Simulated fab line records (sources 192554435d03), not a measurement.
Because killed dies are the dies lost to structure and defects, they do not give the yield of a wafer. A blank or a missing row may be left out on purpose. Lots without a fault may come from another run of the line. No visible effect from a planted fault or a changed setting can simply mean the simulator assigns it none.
Chamber matching / flow n5 finfet / N5_BEOL_M15_ETCH_61 on rie diel-06 has 4 sister chambers
The step etches BARC in N2/H2, target depth 89 nm, overetch 26.7 nm, time 67.9 s. 16 wafers are shown with their chamber, then 8 later ones without.

WAFERS PAIRED WITH THEIR CHAMBERS
wafer=L074.3; chamber=3; drypump motor current A (A)=6.2; showerhead plenum p Torr (Torr)=2.58; throttle valve pct (%)=17.86
wafer=L074.4; chamber=2; drypump motor current A (A)=6.1; showerhead plenum p Torr (Torr)=2.49; throttle valve pct (%)=17.98
wafer=L074.6; chamber=1; drypump motor current A (A)=5.7; showerhead plenum p Torr (Torr)=2.52; throttle valve pct (%)=18.13
wafer=L075.1; chamber=3; drypump motor current A (A)=6.2; showerhead plenum p Torr (Torr)=2.58; throttle valve pct (%)=17.87
wafer=L075.3; chamber=1; drypump motor current A (A)=5.7; showerhead plenum p Torr (Torr)=2.52; throttle valve pct (%)=18.15
wafer=L075.5; chamber=0; drypump motor current A (A)=5.2; showerhead plenum p Torr (Torr)=2.44; throttle valve pct (%)=17.63
wafer=L078.2; chamber=2; drypump motor current A (A)=6.1; showerhead plenum p Torr (Torr)=2.49; throttle valve pct (%)=17.66
wafer=L078.3; chamber=0; drypump motor current A (A)=5.2; showerhead plenum p Torr (Torr)=2.43; throttle valve pct (%)=17.65
wafer=L078.6; chamber=2; drypump motor current A (A)=6.0; showerhead plenum p Torr (Torr)=2.49; throttle valve pct (%)=17.67
wafer=L082.2; chamber=3; drypump motor current A (A)=6.2; showerhead plenum p Torr (Torr)=2.57; throttle valve pct (%)=17.90
wafer=L082.4; chamber=1; drypump motor current A (A)=5.7; showerhead plenum p Torr (Torr)=2.52; throttle valve pct (%)=18.18
wafer=L082.5; chamber=3; drypump motor current A (A)=6.2; showerhead plenum p Torr (Torr)=2.57; throttle valve pct (%)=17.90
wafer=L081.3; chamber=3; drypump motor current A (A)=6.2; showerhead plenum p Torr (Torr)=2.57; throttle valve pct (%)=17.89
wafer=L081.5; chamber=3; drypump motor current A (A)=6.2; showerhead plenum p Torr (Torr)=2.57; throttle valve pct (%)=17.89
wafer=L081.6; chamber=2; drypump motor current A (A)=6.1; showerhead plenum p Torr (Torr)=2.49; throttle valve pct (%)=17.68
wafer=L092.1; chamber=0; drypump motor current A (A)=5.2; showerhead plenum p Torr (Torr)=2.43; throttle valve pct (%)=17.66

SIGNATURES (means of the wafers above)
reading=drypump motor current A; chamber 0=5.200; chamber 1=5.700; chamber 2=6.075; chamber 3=6.200; scatter within a chamber=0.025
reading=showerhead plenum p Torr; chamber 0=2.4333; chamber 1=2.5200; chamber 2=2.4900; chamber 3=2.5733; scatter within a chamber=0.00408
reading=throttle valve pct; chamber 0=17.6467; chamber 1=18.1533; chamber 2=17.7475; chamber 3=17.8850; scatter within a chamber=0.0792
Rule: a wafer lies at a distance from a chamber equal to the root of the sum of squares, over the readings, of (its reading less the chamber's mean, divided by the reading's scatter). The wafer belongs to the nearest chamber; if the next one is less than 2 further off, it can't be placed. How the scatter is found: for the shown wafers, subtract from each reading the mean of its chamber, square and add these, divide the total by (wafers less chambers), then take the root.

WAFERS WITHOUT THEIR CHAMBER
wafer=L092.2; drypump motor current A (A)=6.2; showerhead plenum p Torr (Torr)=2.57; throttle valve pct (%)=17.89
wafer=L092.3; drypump motor current A (A)=5.7; showerhead plenum p Torr (Torr)=2.51; throttle valve pct (%)=18.20
wafer=L094.3; drypump motor current A (A)=6.2; showerhead plenum p Torr (Torr)=2.57; throttle valve pct (%)=17.94
wafer=L094.4; drypump motor current A (A)=6.0; showerhead plenum p Torr (Torr)=2.48; throttle valve pct (%)=17.71
wafer=L094.6; drypump motor current A (A)=5.2; showerhead plenum p Torr (Torr)=2.42; throttle valve pct (%)=17.67
wafer=L097.2; drypump motor current A (A)=6.0; showerhead plenum p Torr (Torr)=2.48; throttle valve pct (%)=17.73
wafer=L097.3; drypump motor current A (A)=5.2; showerhead plenum p Torr (Torr)=2.42; throttle valve pct (%)=17.70
wafer=L097.5; drypump motor current A (A)=6.1; showerhead plenum p Torr (Torr)=2.48; throttle valve pct (%)=17.72

THE CHAMBER EACH PASSED THROUGH
wafer=L092.2; from the rows above=3; in truth=3
wafer=L092.3; from the rows above=1; in truth=1
wafer=L094.3; from the rows above=3; in truth=3
wafer=L094.4; from the rows above=2; in truth=2
wafer=L094.6; from the rows above=0; in truth=0
wafer=L097.2; from the rows above=2; in truth=2
wafer=L097.3; from the rows above=0; in truth=0
wafer=L097.5; from the rows above=2; in truth=2
Placed correctly: 8 of 8. From these rows, 0 cannot be placed. Number placed wrongly: 0.
